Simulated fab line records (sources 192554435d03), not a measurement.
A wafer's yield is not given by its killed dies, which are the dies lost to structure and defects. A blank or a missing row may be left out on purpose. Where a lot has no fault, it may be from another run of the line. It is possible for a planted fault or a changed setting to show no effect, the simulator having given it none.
Matching of chambers / flow n5 finfet / ald sin-02 running N5_BEOL_M4_ALD_98: 4 sister chambers
The step deposits SiO2, target thk 2.5 nm, pulse time 1 s, co reactant pulse time 1 s. 4 wafers are shown with their chamber, then 10 later ones without.

== EACH WAFER AND ITS CHAMBER ==
wafer=L084.1; chamber=3; heater power w (W)=82
wafer=L084.2; chamber=0; heater power w (W)=75
wafer=L084.3; chamber=1; heater power w (W)=76
wafer=L084.5; chamber=2; heater power w (W)=79

== WAFERS MISSING THEIR CHAMBER ==
wafer=L084.6; heater power w (W)=82
wafer=L086.2; heater power w (W)=79
wafer=L086.3; heater power w (W)=74
wafer=L086.6; heater power w (W)=79
wafer=L094.1; heater power w (W)=83
wafer=L094.5; heater power w (W)=74
wafer=L094.6; heater power w (W)=73
wafer=L096.1; heater power w (W)=73
wafer=L096.3; heater power w (W)=76
wafer=L096.4; heater power w (W)=79

== WHICH CHAMBER EACH ONE RAN IN ==
wafer=L084.6; from the rows above=3; in truth=3
wafer=L086.2; from the rows above=2; in truth=2
wafer=L086.3; from the rows above=can't be placed: 0 or 1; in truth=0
wafer=L086.6; from the rows above=2; in truth=2
wafer=L094.1; from the rows above=3; in truth=3
wafer=L094.5; from the rows above=can't be placed: 0 or 1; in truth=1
wafer=L094.6; from the rows above=can't be placed: 0 or 1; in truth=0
wafer=L096.1; from the rows above=can't be placed: 0 or 1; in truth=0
wafer=L096.3; from the rows above=can't be placed: 1 or 0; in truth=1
wafer=L096.4; from the rows above=2; in truth=2
Correct placement for 5 of the 10. Not placeable from these rows: 5 (in 5, the candidates include the true chamber). Number placed wrongly: 0.
How it was worked out, from the rows above alone: a wafer's distance from a chamber is the root of the sum, over the readings, of the square of ((its reading less the chamber's mean) divided by the reading's scatter). If the next closest chamber is less than 2 further off than the closest, the wafer can't be placed; otherwise it belongs to the closest. A chamber's mean is the mean of its shown wafers. The scatter: root of mean squared gap, hidden wafer to nearest shown wafer, with one shown wafer a chamber.
